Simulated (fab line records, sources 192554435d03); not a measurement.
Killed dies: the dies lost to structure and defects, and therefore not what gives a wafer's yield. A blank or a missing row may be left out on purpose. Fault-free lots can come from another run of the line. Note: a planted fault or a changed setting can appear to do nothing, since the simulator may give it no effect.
Chamber matching / flow n5-finfet / 3 sister chambers for N5_BEOL_M2_ILD_DEP_00 on pecvd-02
The step deposits SiOC from DEMS/O2, target thk 79 nm, time 15.3 s. 3 wafers are shown with their chamber, then 8 later ones without.

WAFERS PAIRED WITH THEIR CHAMBERS
wafer=L086.4; chamber=2; showerhead-vpp-V (V)=1355
wafer=L086.5; chamber=1; showerhead-vpp-V (V)=1566
wafer=L088.4; chamber=0; showerhead-vpp-V (V)=1519

WAFERS WITHOUT THEIR CHAMBER
wafer=L088.5; showerhead-vpp-V (V)=1358
wafer=L088.6; showerhead-vpp-V (V)=1534
wafer=L091.2; showerhead-vpp-V (V)=1522
wafer=L091.5; showerhead-vpp-V (V)=1506
wafer=L091.6; showerhead-vpp-V (V)=1551
wafer=L092.2; showerhead-vpp-V (V)=1491
wafer=L092.4; showerhead-vpp-V (V)=1484
wafer=L092.5; showerhead-vpp-V (V)=1335

THE CHAMBER EACH PASSED THROUGH
wafer=L088.5; from the rows above=2; in truth=2
wafer=L088.6; from the rows above=can't be placed: 0 or 1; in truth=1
wafer=L091.2; from the rows above=0; in truth=0
wafer=L091.5; from the rows above=0; in truth=0
wafer=L091.6; from the rows above=can't be placed: 1 or 0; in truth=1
wafer=L092.2; from the rows above=0; in truth=0
wafer=L092.4; from the rows above=0; in truth=0
wafer=L092.5; from the rows above=2; in truth=2
Correctly placed: 6 of 8. Unplaceable from these rows: 2, with the true chamber sitting among the candidates in 2. Placed wrongly: 0.
How it was worked out, from the rows above alone: a wafer's distance from a chamber is the root of the sum, over the readings, of the square of ((its reading less the chamber's mean) divided by the reading's scatter). The wafer belongs to the nearest chamber; if the next one is less than 2 further off, it can't be placed. Each chamber's mean is taken over the wafers shown for it. The scatter (one wafer shown for each chamber): square how far every hidden wafer sits from the nearest shown wafer, average those squares and take the square root.
